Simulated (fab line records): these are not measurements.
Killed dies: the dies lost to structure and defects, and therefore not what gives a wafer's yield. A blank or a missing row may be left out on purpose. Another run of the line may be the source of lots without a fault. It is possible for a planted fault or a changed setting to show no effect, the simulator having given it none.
fab line records	flow nandHarc
record lots=6	wafers=18	lastDay=24
route steps=1159 shown P_BONDPAD@356 END@1159
lots untouched by any fault: they come from a run of this same line in which no faults occurred
startH: the number of hours between the record's first day and the start of the first shown wafer of the lot	waitH: hours elapsed since this lot's preceding step	" same as the row above	L1.1+2: several wafers, shown together as one row	- value missing, or start not given	* or withheld: withheld	< > ~ a bound
route shown NAME@n: NAME is a module with steps in the file, n the number in the route of the first one	usual: mean/standard deviation of fault-free wafers	same: alike in all rows	chamber/n: place in a boat	sites: each site's reading	_std_site: their standard deviation	_edge_site: outer sites' mean less inner sites'	radiusMm: how far each site lies from the wafer's centre	mask NAME#n: copy n	behind: the last tool/chamber to shape the wafer	hold: what put the lot on hold/how long, in hours/how the hold closed	device: the n, p or np transistor that did not switch	end of line: the route-end tests of the same wafers	a step without rows: its recipe alone	killed: the dies lost at the first sort to structure and to defects; this is not the yield of the wafer	map: dies across one wafer; x = killed, . = not, _ = none there
set.NAME: the setting that was run; set.NAME@STEP: the one run at that earlier step	model.NAME: the simulator's own value behind a step, which no gauge read
lots at some steps of the route; a table a step, a row a wafer
services: a tool's chamber out of use, with start hour (startH, from the record's first day; less than 0 if before it), hours out, and reason
## steps
# step NHARC_P_BONDPAD_HMDS_02
# recipe timeS=30
# step NHARC_P_BONDPAD_COAT_36
# recipe tempC=200	timeS=65
# step NHARC_P_BONDPAD_COAT_03
# recipe spinRpm=2000	resistThkNm=600
# step NHARC_P_BONDPAD_SOFTBAKE_04
# recipe tempC=125	timeS=70
# step NHARC_P_BONDPAD_EBR_05
# step NHARC_P_BONDPAD_EXPOSE_06
# recipe na=0.55	doseMj=37.06	maskId=P_BPAD
# step NHARC_P_BONDPAD_PEB_07
# recipe pebTempC=128	pebTimeS=80
# step NHARC_P_BONDPAD_DEVELOP_08
# recipe timeS=50	devTempC=22
# step NHARC_P_BONDPAD_CD_MEAS_09
# recipe targetCdNm=500	landingEnergyEv=500
# usual cdNm=498.4/2.6
lot.wafer	tool	chamber	startH	waitH	cdNm
L992.4	cdSem-02	0	139.51	-	497.1
L992.5	"	0	"	"	499.4
L992.6	"	0	"	"	500.6
L994.1	cdSem-01	0	146.77	-	501.2
L994.3	"	0	"	"	496.7
L994.4	"	0	"	"	494.6
L995.2	cdSem-03	0	148.10	-	496.3
L995.5	"	0	"	"	501.0
L995.6	"	0	"	"	497.1
L997.2	cdSem-03	0	162.05	-	503.9
L997.3	"	0	"	"	497.4
L997.5	"	0	"	"	498.1
L107.2	cdSem-01	0	225.36	-	500.6
L107.4	"	0	"	"	494.8
L107.5	"	0	"	"	498.4
L110.3	cdSem-03	0	234.59	-	498.7
L110.4	"	0	"	"	500.2
L110.5	"	0	"	"	495.5
# step NHARC_P_BONDPAD_OVL_MEAS_38
# usual overlayXNm=1/5.7	overlayYNm=1/5.6
lot.wafer	tool	chamber	startH	waitH	overlayXNm	overlayYNm
L992.4	overlay-01	-	139.59	-	-4	2
L992.5	"	-	"	"	-4	2
L992.6	"	-	"	"	-5	2
L994.1	overlay-01	-	146.86	-	4	-3
L994.3	"	-	"	"	4	-3
L994.4	"	-	"	"	4	-3
L995.2	overlay-01	-	148.19	-	13	7
L995.5	"	-	"	"	13	7
L995.6	"	-	"	"	13	7
L997.2	overlay-02	-	162.14	-	10	-3
L997.3	"	-	"	"	10	-2
L997.5	"	-	"	"	10	-3
L107.2	overlay-02	-	225.44	-	3	5
L107.4	"	-	"	"	2	5
L107.5	"	-	"	"	2	5
L110.3	overlay-01	-	234.67	-	0	8
L110.4	"	-	"	"	1	8
L110.5	"	-	"	"	0	8
# step NHARC_P_BONDPAD_HARDBAKE_10
# recipe tempC=118	timeS=65
# step NHARC_P_BONDPAD_DESCUM_11
# recipe timeS=3	o2FlowSccm=200	arFlowSccm=0	biasPowerW=0	chemistry=O2
# usual drypumpMotorCurrentA=5.8/0.33	oesProductAu=0.997/0.011	rfVppV=57.6/0.96	showerheadPlenumPTorr=1.90/0.05	throttleValvePct=11.311/0.0096
lot.wafer	tool	chamber	startH	waitH	drypumpMotorCurrentA	oesProductAu	rfHoursCounterH	rfVppV	showerheadPlenumPTorr	throttleValvePct
L992.4	rieDiel-03	2	139.72	-	5.9	0.997	8	58.4	1.95	11.301
L992.5	"	2	"	"	5.9	1.001	-	59.0	1.95	11.297
L992.6	"	3	"	"	6.1	1.003	-	58.1	1.93	11.308
L994.4	rieDiel-03	2	146.99	-	5.9	1.005	9	56.9	1.95	11.322
L994.3	"	3	"	"	6.1	1.011	10	57.6	1.93	11.325
L994.1	"	0	"	"	5.4	0.973	10	55.3	1.86	11.334
L995.2	rieDiel-03	2	148.33	-	5.9	0.996	9	56.2	1.95	11.295
L995.6	"	0	"	"	5.4	0.975	-	57.7	1.86	11.302
L995.5	"	1	"	"	6.0	0.987	-	57.0	1.85	11.298
L997.2	rieDiel-03	1	162.26	-	6.0	1.008	11	57.5	1.85	11.308
L997.3	"	3	"	"	6.0	1.001	10	59.2	1.93	11.304
L997.5	"	0	"	"	5.4	0.988	-	58.9	1.86	11.318
L107.2	rieDiel-03	2	225.57	-	5.9	1.003	0	59.0	1.94	11.311
L107.4	"	3	"	"	6.1	1.003	0	57.5	1.93	11.318
L107.5	"	2	"	"	5.9	1.002	-	56.8	1.94	11.306
L110.3	rieDiel-03	1	234.80	-	6.0	0.997	1	57.0	1.85	11.311
L110.4	"	2	"	"	5.9	1.006	1	58.4	1.94	11.327
L110.5	"	1	"	"	6.0	0.992	-	59.5	1.85	11.313
# step NHARC_P_BONDPAD_ETCH_37
# recipe targetDepthA=600	overetchA=180	timeS=65.91	ionEnergyEv=200	n2FlowSccm=150	h2FlowSccm=150	arFlowSccm=0	rfW=400	biasW=150	chemistry=N2/H2
# usual drypumpMotorCurrentA=5.8/0.34	oesProductAu=0.997/0.012	rfFwdPowerW=395.8/1.5	rfVppV=430.0/1.6	showerheadPlenumPTorr=2.02/0.054	throttleValvePct=14.171/0.01
lot.wafer	tool	chamber	startH	waitH	drypumpMotorCurrentA	oesProductAu	rfFwdPowerW	rfHoursCounterH	rfVppV	showerheadPlenumPTorr	throttleValvePct
L992.4	rieDiel-03	1	139.82	0.1	6.0	1.002	399.0	9	428.2	1.97	14.159
L992.6	"	3	"	"	6.0	1.000	394.9	-	430.7	2.06	14.172
L992.5	"	0	"	"	5.4	0.963	395.8	-	429.9	1.98	14.174
L994.1	rieDiel-03	3	147.07	0.1	6.1	1.011	397.5	10	430.3	2.05	14.169
L994.4	"	0	"	"	5.4	0.974	396.1	10	427.5	1.98	14.177
L994.3	"	1	"	"	6.0	1.001	395.6	10	429.2	1.97	14.151
L995.2	rieDiel-03	3	148.40	0.1	6.1	1.006	398.9	10	431.9	2.05	14.172
L995.5	"	2	"	"	5.9	0.861	395.9	-	431.5	2.08	14.174
L995.6	"	3	"	"	6.1	1.004	397.4	-	430.2	2.06	14.160
L997.3	rieDiel-03	0	162.36	0.1	5.4	0.974	392.6	10	429.5	1.98	14.163
L997.2	"	3	"	"	6.0	0.997	395.9	10	430.8	2.05	14.183
L997.5	"	3	"	"	6.0	0.867	397.5	-	430.8	2.06	14.179
L107.2	rieDiel-03	2	225.66	0.1	5.9	1.000	394.9	0	431.7	2.07	14.180
L107.4	"	0	"	"	5.4	0.986	394.2	0	428.6	1.98	14.170
L107.5	"	1	"	"	6.0	0.999	397.9	-	429.7	1.97	14.180
L110.4	rieDiel-03	0	234.88	0.1	5.4	0.994	395.4	1	428.2	1.98	14.169
L110.3	"	1	"	"	6.0	1.000	396.0	1	427.9	1.97	14.150
L110.5	"	1	"	"	6.0	0.992	395.2	-	428.6	1.97	14.170
# step NHARC_P_BONDPAD_ETCH_12
# recipe targetDepthA=2000	timeS=100	chf3FlowSccm=50	o2FlowSccm=10	arFlowSccm=200	rfW=500	biasW=200	chemistry=CHF3/O2
# usual chf3FlowSccm=50.00/0.14	drypumpMotorCurrentA=5.8/0.32	oesProductAu=0.938/0.024	rfFwdPowerW=496.1/1.6	rfVppV=370.0/1.6	showerheadPlenumPTorr=2.38/0.06	throttleValvePct=20.573/0.0098
lot.wafer	tool	chamber	startH	waitH	chf3FlowSccm	drypumpMotorCurrentA	oesProductAu	rfFwdPowerW	rfHoursCounterH	rfVppV	showerheadPlenumPTorr	throttleValvePct
L992.4	rieDiel-03	3	-	-	50.09	6.0	0.925	495.8	9	372.2	2.42	20.568
L992.6	"	0	"	"	50.01	5.4	0.907	495.6	-	368.9	2.34	20.571
L992.5	"	1	"	"	50.25	6.0	0.928	497.8	-	368.6	2.33	20.581
L994.1	rieDiel-03	3	-	-	49.71	6.1	0.942	498.4	10	370.3	2.42	20.567
L994.4	"	1	"	"	49.90	6.0	0.933	496.3	10	369.6	2.33	20.577
L994.3	"	2	"	"	49.85	5.9	0.929	497.3	9	371.7	2.44	20.550
L995.2	rieDiel-03	2	-	-	50.16	5.9	0.918	498.5	9	370.4	2.44	20.583
L995.5	"	0	"	"	49.98	5.4	0.898	495.7	-	369.3	2.33	20.576
L995.6	"	1	"	"	49.85	6.0	0.933	496.3	-	368.9	2.33	20.559
L997.2	rieDiel-03	1	-	-	49.96	6.0	0.918	497.8	11	368.9	2.33	20.576
L997.3	"	3	"	"	50.10	6.0	0.939	496.5	10	370.6	2.42	20.576
L997.5	"	1	"	"	49.96	6.0	0.938	496.6	-	369.6	2.33	20.563
L107.2	rieDiel-03	1	-	-	50.07	6.0	0.967	497.5	0	369.0	2.33	20.561
L107.4	"	2	"	"	50.13	5.9	0.956	497.3	0	373.1	2.44	20.568
L107.5	"	2	"	"	50.05	5.9	0.966	495.7	-	371.1	2.44	20.556
L110.4	rieDiel-03	0	-	-	50.24	5.4	0.955	495.3	1	370.6	2.33	20.572
L110.3	"	2	"	"	49.95	5.9	0.981	498.6	1	371.0	2.44	20.565
L110.5	"	1	"	"	49.98	6.0	0.957	497.8	-	368.9	2.33	20.558
# step NHARC_END_SORT_01
# recipe tempC=25
# usual defectLimitedYield=95.5/1.4	killedAtArray=26/9.1	killedAtOther=0.7/0.9	killedAtPeriphery=3.6/2.8	killedDies=30/9.2	killedOpen=3.0/1.9	killedShort=2.0/1.4	sort_bin_2_pct=1.4/0.6	sort_bin_3_pct=0.23/0.17	sort_bin_4_pct=2.8/0.92	sortNPass=647/9.2	sortRimYieldPct=95.9/2.1	sortYieldPct=95.5/1.4
# same grossDies=677	sort_bin_5_pct[%]=0	sort_bin_6_pct[%]=0	sort_bin_7_pct[%]=0	sort_bin_8_pct[%]=0	sortRimNGross=106.00
lot.wafer	tool	chamber	startH	waitH	defectLimitedYield[%]	killedAtArray	killedAtOther	killedAtPeriphery	killedDies	killedOpen	killedShort	sort_bin_2_pct[%]	sort_bin_3_pct[%]	sort_bin_4_pct[%]	sortNPass	sortRimYieldPct[%]	sortYieldPct[%]
L992.4	prober-02	0	454.76	3.4	96.6	20	0	3	23	3	3	0.9	0.15	2.4	654	94.3	96.6
L992.5	prober-02	0	455.56	3.7	97.2	18	0	1	19	1	1	1.0	0	1.8	658	99.1	97.2
L992.6	prober-02	0	456.36	4.0	97.3	17	0	1	18	3	0	0.7	0.30	1.6	659	96.2	97.3
L995.2	prober-01	0	460.94	2.8	96.9	17	1	3	21	0	1	0.7	0.15	2.2	656	95.3	96.9
L995.5	prober-01	0	463.37	3.7	96.9	18	1	2	21	3	2	0.9	0.30	1.9	656	98.1	96.9
L995.6	prober-01	0	464.18	4.1	95.6	27	0	3	30	1	1	1.2	0.30	3.0	647	97.2	95.6
# killed by level:class
L992.4 A_SLIT:chamberFilmFlake=15 P_GATE:geometricParticle:open=1 P_M0:geometricParticle:open=1 P_M0:geometricParticle:short=1 A_SOURCE_PLATE:geometricParticle:open=1 A_ONON_D1:geometricParticle:short=1 A_SGD_CUT:geometricParticle:short=1 A_CHANNEL_HOLE_D1:chamberFilmFlake=1
L992.5 A_SLIT:chamberFilmFlake=8 A_CHANNEL_HOLE_D1:chamberFilmFlake=4 A_CONTACT:chamberFilmFlake=2 A_ONON_D1:geometricParticle:short=1 A_CONTACT:geometricParticle:open=1 P_STI:chamberFilmFlake=1 A_STAIRCASE:chamberFilmFlake=1 A_WL_FILL:chamberFilmFlake=1
L992.6 A_SLIT:chamberFilmFlake=9 A_STAIRCASE:chamberFilmFlake=2 A_CONTACT:chamberFilmFlake=2 A_CHANNEL_HOLE_D1:chamberFilmFlake=1 A_WL_FILL:geometricParticle:open=1 A_CONTACT:geometricParticle:open=1 A_M0:geometricParticle:open=1 P_GATE:chamberFilmFlake=1
L995.2 A_CHANNEL_HOLE_D1:chamberFilmFlake=6 A_SLIT:chamberFilmFlake=6 P_ZERO_WELL:chamberFilmFlake=2 A_WL_FILL:geometricParticle:short=1 P_GATE:chamberFilmFlake=1 A_STAIRCASE:chamberFilmFlake=1 A_SGD_CUT:chamberFilmFlake=1 A_WL_FILL:chamberFilmFlake=1
L995.5 A_SLIT:chamberFilmFlake=6 A_CHANNEL_HOLE_D1:chamberFilmFlake=4 A_CHANNEL_FILL_D1:geometricParticle:short=2 A_STAIRCASE:chamberFilmFlake=2 A_WL_FILL:chamberFilmFlake=2 P_CONTACT:geometricParticle:open=1 A_M0:geometricParticle:open=1 STARTING-WAFER:geometricParticle:open=1
L995.6 A_SLIT:chamberFilmFlake=13 A_CHANNEL_HOLE_D1:chamberFilmFlake=5 P_ZERO_WELL:chamberFilmFlake=3 A_STAIRCASE:chamberFilmFlake=3 A_CHANNEL_FILL_D1:chamberFilmFlake=2 A_STAIRCASE:geometricParticle:open=1 A_WL_FILL:geometricParticle:short=1 A_CONTACT:chamberFilmFlake=1
## services
tool	chamber	startH	hours	kind
rieDiel-03	0	120.91	-	clean
rieDiel-03	1	120.91	-	clean
rieDiel-03	2	120.91	-	clean
rieDiel-03	3	120.91	-	clean
rieDiel-03	2	127.68	7.1	repair
rieDiel-03	0	145.41	-	clean
rieDiel-03	1	145.41	-	clean
rieDiel-03	2	145.41	-	clean
rieDiel-03	3	145.41	-	clean
rieDiel-03	2	155.35	11.9	repair
rieDiel-03	0	169.91	-	clean
rieDiel-03	1	169.91	-	clean
rieDiel-03	2	169.91	-	clean
rieDiel-03	3	169.91	-	clean
rieDiel-03	0	194.41	-	clean
rieDiel-03	1	194.41	-	clean
rieDiel-03	2	194.41	-	clean
rieDiel-03	3	194.41	-	clean
rieDiel-03	3	198.12	6.9	repair
rieDiel-03	-	215.31	9.0	pm
rieDiel-03	0	215.31	9.0	ventCycle
rieDiel-03	1	215.31	9.0	ventCycle
rieDiel-03	2	215.31	9.0	ventCycle
rieDiel-03	3	215.31	9.0	ventCycle
## key
firstSign step=NHARC_P_BONDPAD_ETCH_37	reading=oesProductAu	direction=down	sigmas=11	usual=0.997	struck=0.864
effect none on later readings
metAt NHARC_P_BONDPAD_ETCH_37
struckWafers L995.5,L997.5
onsetBetween 147.07 148.40
fault kind=processParameterDrift	tool=rieDiel-03	chamber=-	onsetH=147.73	steps=NHARC_P_BONDPAD_ETCH_37	channel=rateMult	offset=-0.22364	shape=step	endH=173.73	scope=struckWafersOnly
